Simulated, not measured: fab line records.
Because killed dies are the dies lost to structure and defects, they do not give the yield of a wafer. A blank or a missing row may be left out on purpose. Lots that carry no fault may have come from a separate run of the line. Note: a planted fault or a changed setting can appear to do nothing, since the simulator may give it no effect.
Code-filled problem report in 8D (eight disciplines) form / flow n5Finfet / the parts of the form that need people (team, actions taken, sign-off) are left out

1. THE ISSUE
runLengthS at N5_BEOL_M4_COAT_61 reads a mean of 69.9 s on 1 wafer of 1 lot; wafers without a fault read 66.0 s with a standard deviation of 0.34. Relative to the usual mean, that is a shift of +11 standard deviations.
The step: time 60 s, resist thk 60 nm.
Seen first at day 11 15:07 on lithoTrack-05, wafer L865.5. At this step, 29 wafers from 10 lots have a number in the record. Rule for "out", or "out of limits": more than 4 standard deviations from the usual mean. The rest of the wafers with a number are treated as sound.

2. WHAT THIS IS AND IS NOT
question=which readings at this step | is=runLengthS | is not=plateTempC, spinSpeedRpm
question=which lots | is=L865 | is not=L849, L850, L851, L852, L855, L858, L861, L870, L871
question=which wafers of those lots | is=L865.5 | is not=L865.1
question=read on which tools | is=lithoTrack-05 | is not=lithoTrack-01, lithoTrack-04
question=when | is=from day 11 15:07 | is not=up to then (22 sound wafers); but 6 sound wafers of L870, L871 came after

3. WHAT RULES OUT EACH SUSPECT
Counting: any tool at a process step up to the reading remains a suspect provided it ran every lot that is out. Sound lots after the first of them don't rule it out here, since some wafers of a struck lot are sound.
- pvdSputter-02 at N5_BEOL_M3_SPUTTER_96 (material Cu, target thk 4.5 nm, time 8.29 s): kept. It processed L865, the lot that is out, at day 11 13:04, and its most recent sound lot before then was L855 at day 9 02:25.
- pecvd-04 at N5_BEOL_M4_ILD_DEP_00 (deposits SiOC from DEMS/O2, target thk 79 nm, time 15.3 s): kept. It processed L865, the lot that is out, at day 11 14:11, and its most recent sound lot before then was L855 at day 9 03:32.
- lithoTrack-05 at N5_BEOL_M4_COAT_61 (time 60 s, resist thk 60 nm): kept. It processed L865, the lot that is out, at day 11 15:07, and its most recent sound lot before then was L858 at day 10 02:21. Out on those wafers are its own readings of runLengthS.
- The sound lot-mates ran in chamber 0 of pecvd-04 at N5_BEOL_M4_ILD_DEP_00, but the wafers that are out ran in chamber 1.
The count leaves pvdSputter-02 at N5_BEOL_M3_SPUTTER_96, pecvd-04 at N5_BEOL_M4_ILD_DEP_00, and lithoTrack-05 at N5_BEOL_M4_COAT_61.

4. THE CAUSE (what the simulator had put in)
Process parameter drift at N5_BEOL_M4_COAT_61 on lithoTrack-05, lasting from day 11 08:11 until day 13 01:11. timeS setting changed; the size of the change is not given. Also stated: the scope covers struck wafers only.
3 suspects survive the count, and this tool is in that group.

5. SEQUENCE OF EFFECTS, ordered by route
Rows list readings where the struck wafers' mean (over those with a number) sits beyond 3 standard deviations from the usual. Scope: only readings with a usual standard deviation given in the record; hours: median across lots of the time from each lot's start at the first step in this table that gives one to its start at this step; sigmas: change in usual standard deviations.
hours=0; step=N5_BEOL_M4_COAT_61; reading=runLengthS; usual=66.0 s; on struck wafers=69.9; change=+3.9; sigmas=+11
The process steps in it:
- N5_BEOL_M4_COAT_61: time 60 s, resist thk 60 nm.
At these later measuring or inspecting steps, every struck wafer for which the step has a row has a number for every such reading, and none has moved that far: N5_BEOL_M4_RC_MEAS_101.

6. WHAT WOULD HAVE CAUGHT IT SOONER
In this record the first reading out of limits was taken at day 11 15:07, 7 hours after the fault began at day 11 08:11.
